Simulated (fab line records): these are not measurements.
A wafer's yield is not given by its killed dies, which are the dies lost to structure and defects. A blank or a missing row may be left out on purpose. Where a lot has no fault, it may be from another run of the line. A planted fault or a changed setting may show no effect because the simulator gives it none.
Commonality check across tools | flow n5_finfet | Sample size 11 lots and 27 wafers

## REASON FOR OPENING
On 2 of the 11 lots, a flag is raised at N5_BEOL_M5_INSPECT_30 on the reading raw_defect_count. No-fault wafers: 428, standard deviation 90.
Rule: a lot is flagged when every wafer of it that has a number lies more than 4 standard deviations from that mean, or none has a number. The rest of the lots are taken to be sound.

lot  | measured     | on                | raw_defect_count, wafer by wafer | flag
L694 | day 7 23:34  | defect_inspect-02 | 370 324                          |
L693 | day 8 02:52  | defect_inspect-02 | 639 374                          |
L695 | day 8 15:50  | defect_inspect-02 | 417 372                          |
L697 | day 9 09:35  | defect_inspect-02 | 1717 1743 1762                   | FLAGGED
L700 | day 9 17:14  | defect_inspect-02 | 1812 1931 1808                   | FLAGGED
L710 | day 12 10:23 | defect_inspect-02 | 449 419 417                      |
L711 | day 12 15:16 | defect_inspect-02 | 437 403 435                      |
L712 | day 12 15:22 | defect_inspect-02 | 428 372                          |
L713 | day 12 20:58 | defect_inspect-01 | 331 396 296                      |
L714 | day 13 12:25 | defect_inspect-02 | 429 317                          |
L715 | day 13 16:23 | defect_inspect-01 | 390 381                          |
The numbers of the flagged lots are 1796 on average: +1368 against the usual, or +15 standard deviations.

## EACH LOT AND THE TOOL IT RAN ON
Before the reading, the record contains 2 process steps out of a 1938-step route. Every cell lists first the tool, next ch and the chambers used by the sampled wafers, and last the start.
lot  | flag    | N5_BEOL_M5_ETCH_72                 | N5_BEOL_M5_STRIP_64
L694 |         | rie_diel-01 ch 2,3, day 7 22:32    | rie_diel-01 ch 2,3, day 7 22:42
L693 |         | rie_diel-01 ch 1,2, day 8 01:21    | rie_diel-01 ch 1,2, day 8 01:31
L695 |         | rie_diel-01 ch 0, day 8 13:56      | rie_diel-01 ch 0, day 8 14:06
L697 | FLAGGED | rie_diel-01 ch 0,1,3, day 9 08:44  | rie_diel-01 ch 0,1,3, day 9 08:55
L700 | FLAGGED | rie_diel-01 ch 0,2,3, day 9 16:20  | rie_diel-01 ch 0,2,3, day 9 16:31
L710 |         | rie_diel-06 ch 0,2,3, day 12 09:19 | rie_diel-06 ch 0,2,3, day 12 09:29
L711 |         | rie_diel-01 ch 1,2, day 12 11:33   | rie_diel-01 ch 1,2, day 12 11:43
L712 |         | rie_diel-06 ch 0,2, day 12 12:06   | rie_diel-06 ch 0,2, day 12 12:17
L713 |         | rie_diel-01 ch 0,1,2, day 12 16:35 | rie_diel-01 ch 0,1,2, day 12 16:45
L714 |         | rie_diel-06 ch 1,2, day 13 11:37   | rie_diel-06 ch 1,2, day 13 11:47
L715 |         | rie_diel-01 ch 1,3, day 13 15:30   | rie_diel-01 ch 1,3, day 13 15:40
What the steps here do:
- N5_BEOL_M5_ETCH_72: etches underlayer in N2/H2, target depth 6.5 nm, time 5.2 s.
- N5_BEOL_M5_STRIP_64: strips in CF4.
- N5_BEOL_M5_INSPECT_30: inspects for defects (brightfield).

## FLAGGED OVER TOTAL, TOOL BY TOOL (the gauges that took the reading come last)
step                  | tool              | lots run | flagged | share of the flagged lots | sound lots run after its first flagged lot
N5_BEOL_M5_ETCH_72    | rie_diel-01       | 8        | 2       | all                       | 3 (L711,L713,L715)
N5_BEOL_M5_ETCH_72    | rie_diel-06       | 3        | 0       | none                      | -
N5_BEOL_M5_STRIP_64   | rie_diel-01       | 8        | 2       | all                       | 3 (L711,L713,L715)
N5_BEOL_M5_STRIP_64   | rie_diel-06       | 3        | 0       | none                      | -
N5_BEOL_M5_INSPECT_30 | defect_inspect-01 | 2        | 0       | none                      | -
N5_BEOL_M5_INSPECT_30 | defect_inspect-02 | 9        | 2       | all                       | 4 (L710,L711,L712,L714)

## THE TABLE: WHAT IT ALLOWS
Every flagged lot was run by 3 rows of the table: rie_diel-01 at N5_BEOL_M5_ETCH_72, rie_diel-01 at N5_BEOL_M5_STRIP_64 and defect_inspect-02 at N5_BEOL_M5_INSPECT_30.
- rie_diel-01 at N5_BEOL_M5_ETCH_72: 2 of its 8 lots flagged. After the first flagged lot (L711, L713, L715), sound lots still ran on it; a lasting fault on the whole tool would not permit that.
- rie_diel-01 at N5_BEOL_M5_STRIP_64: 2 of its 8 lots flagged. After the first flagged lot (L711, L713, L715), sound lots still ran on it; a lasting fault on the whole tool would not permit that.
- defect_inspect-02 at N5_BEOL_M5_INSPECT_30: 2 of its 9 lots flagged. After the first flagged lot (L710, L711, L712, L714), sound lots still ran on it; a lasting fault on the whole tool would not permit that.
No row of the table ran every flagged lot and no sound lot after the first.

## WHAT WAS PUT IN BY THE SIMULATOR
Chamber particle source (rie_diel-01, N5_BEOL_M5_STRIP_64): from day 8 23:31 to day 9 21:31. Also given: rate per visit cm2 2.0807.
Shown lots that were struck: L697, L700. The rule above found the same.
